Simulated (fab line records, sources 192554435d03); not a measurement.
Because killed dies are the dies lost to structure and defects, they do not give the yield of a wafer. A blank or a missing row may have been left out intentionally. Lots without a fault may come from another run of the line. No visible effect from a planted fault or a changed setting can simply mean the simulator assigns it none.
fab line records + flow n5_finfet
record
- lots=4
- wafers=12
- last_day=18
route steps=1938 shown BEOL_M8@1341 PASSIVATION@1936
lots untouched by any fault: they come from a run of this same line in which no faults occurred
start_h: hours from the record's opening day to when the first of the lot's shown wafers began + wait_h: hours since the lot's step before + " identical to the entry in the row above + L1.1+2: a single row standing in for several wafers + - either no value or no given start + * or withheld: withheld + < > ~ a bound
route shown NAME@n: names a module that has steps shown in the file, with the first one's number in the route + usual: the fault-free wafers' mean and standard deviation + same: alike in all rows + chamber/n: place in a boat + sites: readings site by site + _std_site: standard deviation of those values + _edge_site: inner sites' mean taken away from outer sites' mean + radius_mm: how far each site lies from the wafer's centre + mask NAME#n: copy n + behind: the most recent tool/chamber to have shaped the wafer + hold: reason for holding the lot/hours on hold/outcome of the hold + device: the transistor (n, p or np) that didn't switch + end of line: at the end of the route, the tests of the same wafers + a step given without rows: its recipe and nothing more + killed: not the wafer's yield, but the dies lost to structure and defects at the first sort + map: a wafer's dies, marking killed ones x, the rest . and places with no die _
set.NAME: the setting as run; set.NAME@STEP: as run at that earlier step + model.NAME: the simulator's own value behind a step, which no gauge read
lots at some steps of the route; a table a step, a row a wafer
services: from which hour (start_h, from the record's first day; less than 0 if before it) a tool's chamber was out of use, for how many hours, and why
## steps
# step N5_BEOL_M8_SOFTBAKE_06
# recipe
- temp_c=110
- time_s=60
- resist=CAR-ArF
# step N5_BEOL_M8_EXPOSE_08
# recipe
- mask_id=M8
- na=1.35
- source_shape=dipole
- sigma_inner=0.817
- sigma_outer=0.97
- polarization=te
- dose_mj=68.25
# step N5_BEOL_M8_PEB_09
# recipe
- peb_temp_c=withheld
- peb_time_s=60
- resist=CAR-ArF
# step N5_BEOL_M8_DEVELOP_10
# recipe
- develop_time_s=30
- developer=TMAH
- resist=CAR-ArF
- rinse_liquid=diw
- dry=air_spin
- dev_temp_c=23
# step N5_BEOL_M8_DESCUM_16
# recipe
- chemistry=O2
- time_s=7.9
- source_power_w=50
- bias_power_w=20
- pressure_mtorr=20
- rf_frequency_hz=2.712e+07
- temp_c=40
- resist=CAR-ArF
- o2_flow_sccm=225
# step N5_BEOL_M8_ETCH_61
# recipe
- chemistry=CF4
- target=SiARC
- target_depth_a=455
- mask_material=CAR-ArF
- time_s=75.8
- ion_energy_ev=80
- pressure_mtorr=40
- source_w=545
- bias_w=36
- Ar_flow_sccm=100
- cf4_flow_sccm=100
- ends=cleared
# step N5_BEOL_M8_ETCH_62
# recipe
- chemistry=N2/H2
- target=SOC
- target_depth_a=1100
- overetch_a=220
- mask_material=SiARC
- temp_c=40
- time_s=165
- ion_energy_ev=200
- pressure_mtorr=30
- source_w=840
- bias_w=150
- n2_flow_sccm=200
- h2_flow_sccm=200
# step N5_BEOL_M8_STRIP_68
# recipe
- chemistry=N2/H2
- temp_c=40
- n2_flow_sccm=200
- h2_flow_sccm=200
- rf_frequency_hz=6e+07
# step N5_BEOL_M8_STRIP_67
# recipe
- chemistry=CF4
- resist=SiARC
- power_w=300
- bias_power_w=75
- pressure_mtorr=50
- cf4_flow_sccm=150
- rf_frequency_hz=6e+07
# step N5_BEOL_M8_HM_OPEN_17
# recipe
- chemistry=Cl2/BCl3
- target_depth_a=200
- overetch_a=60
- target=TiN
- mask_material=SOC
- ion_energy_ev=150
- pressure_mtorr=10
- icp_w=1000
- bias_w=126
- Cl2_flow_sccm=53.25
- bcl3_flow_sccm=21.75
- Ar_flow_sccm=25
# usual
- drypump_motor_current_A=5.7/0.35
- oes_product_au=0.68/0.086
- throttle_valve_pct=22.20/0.17
| lot.wafer | tool         | chamber | start_h | wait_h | drypump_motor_current_A | oes_product_au | rf_hours_counter_h | throttle_valve_pct |
|-----------|--------------|---------|---------|--------|-------------------------|----------------|--------------------|--------------------|
| L371.1    | rie_metal-02 | 0       | 268.54  | 0.0    | 5.3                     | 0.62           | 56                 | 22.42              |
| L371.3    | "            | 1       | "       | "      | 5.7                     | 0.79           | -                  | 22.15              |
| L371.4    | "            | 0       | "       | "      | 5.3                     | 0.62           | -                  | 22.41              |
| L370.2    | rie_metal-02 | 0       | 271.75  | 0.0    | 5.3                     | 0.62           | 56                 | 22.42              |
| L370.3    | "            | 0       | "       | "      | 5.3                     | 0.61           | -                  | 22.43              |
| L370.6    | "            | 1       | "       | "      | 5.7                     | 0.79           | -                  | 22.15              |
| L383.1    | rie_metal-02 | 0       | 344.40  | 0.0    | 5.3                     | 0.60           | 65                 | 22.46              |
| L383.4    | "            | 0       | "       | "      | 5.3                     | 0.60           | -                  | 22.43              |
| L383.5    | "            | 0       | "       | "      | 5.3                     | 0.59           | -                  | 22.45              |
| L385.2    | rie_metal-01 | 0       | 352.55  | 0.0    | 6.1                     | 0.71           | 21                 | 22.03              |
| L385.3    | "            | 0       | "       | "      | 6.2                     | 0.71           | -                  | 22.03              |
| L385.5    | "            | 0       | "       | "      | 6.1                     | 0.71           | -                  | 22.02              |
# step N5_BEOL_M8_STRIP_19
# recipe
- chemistry=O2
- power_w=400
- temp_c=40
- pressure_mtorr=30
- rf_frequency_hz=6e+07
- bias_power_w=0
- overash_fraction=0.2
- o2_flow_sccm=225
# step N5_BEOL_M8_COAT_63
# recipe
- resist=SOC
- temp_c=250
- time_s=60
- spin_rpm=1500
- resist_thk_nm=60
# step N5_BEOL_M8_COAT_64
# recipe
- resist=SiARC
- temp_c=220
- time_s=60
- spin_rpm=1500
- resist_thk_nm=12
# step N5_BEOL_M8_COAT_71
# recipe
- resist=underlayer
- temp_c=205
- time_s=60
- spin_rpm=1500
- resist_thk_nm=5
# step N5_BEOL_M8_COAT_22
# recipe
- resist=CAR-EUV
- spin_rpm=1500
- resist_thk_nm=30
# step N5_BEOL_M8_EBR_24
# recipe
- solvent=PGMEA
- ebr_width_mm=1.5
# step N5_BEOL_M8_SOFTBAKE_23
# recipe
- temp_c=110
- time_s=60
- resist=CAR-EUV
# step N5_BEOL_M8_EXPOSE_25
# recipe
- mask_id=V7
- na=0.33
- source_shape=annular
- sigma_inner=0.4
- sigma_outer=0.8
- polarization=unpolarized
- target_cd_nm=40
- dose_mj=42.5
# step N5_BEOL_M8_PEB_26
# recipe
- peb_temp_c=100
- peb_time_s=60
- resist=CAR-EUV
# step N5_BEOL_M8_DEVELOP_27
# recipe
- develop_time_s=30
- developer=TMAH
- resist=CAR-EUV
- rinse_liquid=surfactant_rinse
- dry=air_spin
- dev_temp_c=23
# step N5_BEOL_M8_INSPECT_30
# recipe
- mode=adi
- inspect_instrument=brightfield
# usual
- raw_defect_count=373/86
| lot.wafer | tool              | chamber | start_h | wait_h | raw_defect_count |
|-----------|-------------------|---------|---------|--------|------------------|
| L371.1    | defect_inspect-01 | -       | 270.83  | 0.1    | 359              |
| L371.3    | "                 | -       | "       | "      | 1186             |
| L371.4    | "                 | -       | "       | "      | 395              |
| L370.2    | defect_inspect-01 | -       | 273.56  | 0.0    | 395              |
| L370.3    | "                 | -       | "       | "      | 361              |
| L370.6    | "                 | -       | "       | "      | 1185             |
| L383.1    | defect_inspect-02 | -       | 346.64  | 0.1    | 348              |
| L383.4    | "                 | -       | "       | "      | 312              |
| L383.5    | "                 | -       | "       | "      | 221              |
| L385.2    | defect_inspect-02 | -       | 353.26  | 0.0    | 324              |
| L385.3    | "                 | -       | "       | "      | 327              |
| L385.5    | "                 | -       | "       | "      | 263              |
# step N5_BEOL_M8_DESCUM_33
# recipe
- chemistry=O2
- time_s=7
- source_power_w=50
- bias_power_w=20
- pressure_mtorr=20
- rf_frequency_hz=2.712e+07
- temp_c=40
- resist=CAR-EUV
- o2_flow_sccm=225
# step N5_PASSIVATION_PROBE_49
# usual
- defect_limited_yield=91.2/1.5
- killed_at_M0_to_M3=32/9.6
- killed_at_M4_up=13/5.3
- killed_at_contacts=13/6.7
- killed_at_front_end=42/11
- killed_at_other=3.8/2.9
- killed_dies=103/17
- killed_open=67/13
- killed_short=35/7.9
- sort_bin_5_function=5.2/0.94
- sort_bin_6_memory=3.3/0.64
- sort_n_pass=1077/17
- sort_yield_pct=91.2/1.5
# same
- gross_dies=1180
- killed_at_back_side=0
- sort_bin_4_leakage[%]=0
- sort_bin_8_speed[%]=0
| lot.wafer | tool      | chamber | start_h | wait_h | defect_limited_yield[%] | killed_at_M0_to_M3 | killed_at_M4_up | killed_at_contacts | killed_at_front_end | killed_at_other | killed_dies | killed_open | killed_short | sort_bin_5_function[%] | sort_bin_6_memory[%] | sort_n_pass | sort_yield_pct[%] |
|-----------|-----------|---------|---------|--------|-------------------------|--------------------|-----------------|--------------------|---------------------|-----------------|-------------|-------------|--------------|------------------------|----------------------|-------------|-------------------|
| L371.3    | prober-01 | -       | 346.26  | 0.1    | 80.3                    | 22                 | 142             | 4                  | 55                  | 9               | 232         | 66          | 37           | 12.4                   | 4.4                  | 948         | 80.3              |
| L370.6    | prober-02 | -       | 348.21  | 0.3    | 81.1                    | 32                 | 151             | 7                  | 30                  | 3               | 223         | 50          | 37           | 11.3                   | 4.6                  | 957         | 81.1              |
# killed by level:class
L371.3 BEOL_M8:unspecified=127 FIN_SAQP:geometric_particle:short=11 STI_FIN_REVEAL:geometric_particle:open=11 FIN_SAQP:geometric_particle:open=8 BEOL_M1:geometric_particle:open=8 ILD0:geometric_particle:short=6 BEOL_M5:geometric_particle:open=5 GATE_CUT:geometric_particle:open=4
L370.6 BEOL_M8:unspecified=136 FIN_SAQP:geometric_particle:short=9 BEOL_M3:geometric_particle:open=8 BEOL_M0_SAQP:geometric_particle:short=7 FIN_SAQP:geometric_particle:open=6 BEOL_M0_SAQP:geometric_particle:open=6 MOL_CONTACT_COAG:geometric_particle:open=5 BEOL_M1:geometric_particle:open=5
# map L370.6 (x killed, . not)
_________________x...........________________
______________.x................_____________
___________........................__________
__________.........x.............x.._________
________.........x.........x.........._______
_______..xx..................x...x.....______
______.......x......x..................._____
_____......................x.............____
____...........x........x....x............___
___.....x.....x.............x.x.......x....__
___...........x............x...............__
__..........................x..............._
__x...........x................x......x....._
_....................x........x........x.....
_.x...........x.............x.........x.....x
_...............x...x...x....x..........x.x..
_.x.........x..x.....................xx......
_xxx...x.......xx..xx.x.....x................
_.....x..........xx.x.x.xx..................x
_..............x..x.xxxxxx.......x......x....
_........x.x...xxxxxxxxxx.xx.................
__...x......xxxxxxxxxxxxxx.x.x.......x...x.._
__..............xxxxxxxxxxxx.x..........x..._
___.........xxxxxxxxxxxxxxxx...............__
___.........x.xxxxxxxxxxx.x.x.x............__
____..........xxxxxxxxxxxxxx...........x..___
_____........xxxxxxxxxxxxxx...........x..____
______.......xxx.xxxxxxxx..xx......x...._____
_______.x.......xxxxxxxxx..x...........______
________.......xxx....x.x........x...._______
__________.........xx.xx........xx.._________
___________.......................x__________
______________....x............._____________
_________________........x...________________
# map L371.3 (x killed, . not)
_________________.....x.....x________________
______________.......xxx........_____________
___________...............x......x.__________
__________x.....x..................._________
________..................xx..x..xx..._______
_______.xx............................x______
______.....x.x...x...........x.....x...._____
_____...x....x...............x...x....x..____
____..................x.........xx.......x___
___...................x..x..x.............x__
___.....................x.x................__
__......x.............x......x.x............_
__.............x.xx....................x...._
_..........x..x.........x....x...............
_.......................x.....x.x............
_.....x...x........x.x.......................
_..........x..........x............xx....x..x
_..........x..x..x.x.........................
_...............x..xxx...x...................
_.........x.x..xxxxxxxx...........x....xx....
_...............x.xxxxxxxxx..x...............
__........x.x..xxxxxxxxxxxx....x............_
__.........x...xxxxxxxxxxx..x.x.........x..._
___..........xxxxxxxxxxxxxxxx..............__
___....x.x..x.xxxxxxxxxxxxx................__
____........x.xxxxxxxxxxxxxxxx........x...___
_____x.........xxxxxxxxxxxxx..........x..____
______......x..xxxxxxxxxx.x......x.....x_____
_______.......xxxxxxxxxx......x...x..x.______
________.........xx.xx..xx......x....._______
__________.x.............x......x..._________
___________.......x................__________
______________......xx........x._____________
_________________..x.........________________
## services
| tool         | chamber | start_h | hours | kind   |
|--------------|---------|---------|-------|--------|
| rie_metal-01 | -       | 292.87  | 14.6  | pm     |
| rie_metal-02 | 1       | 310.40  | 10.4  | repair |
| rie_metal-01 | 1       | 329.06  | -     | clean  |
## key
first_sign
- step=N5_BEOL_M8_INSPECT_30
- reading=raw_defect_count
- direction=up
- sigmas=9.5
- usual=373
- struck=1186
effect
- step=N5_PASSIVATION_PROBE_49
- reading=killed_at_M4_up
- direction=up
- sigmas=25
- usual=13
- struck=146
more_kills_born_at
- N5_BEOL_M8_HM_OPEN_17@rie_metal-02=263
met_at N5_BEOL_M8_HM_OPEN_17
struck_wafers L370.6,L371.3
fault
- kind=chamber_particle_source
- tool=rie_metal-02
- chamber=1
- onset_h=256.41
- steps=N5_BEOL_M8_HM_OPEN_17
- rate_per_visit_cm2=1.1276
- end_h=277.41
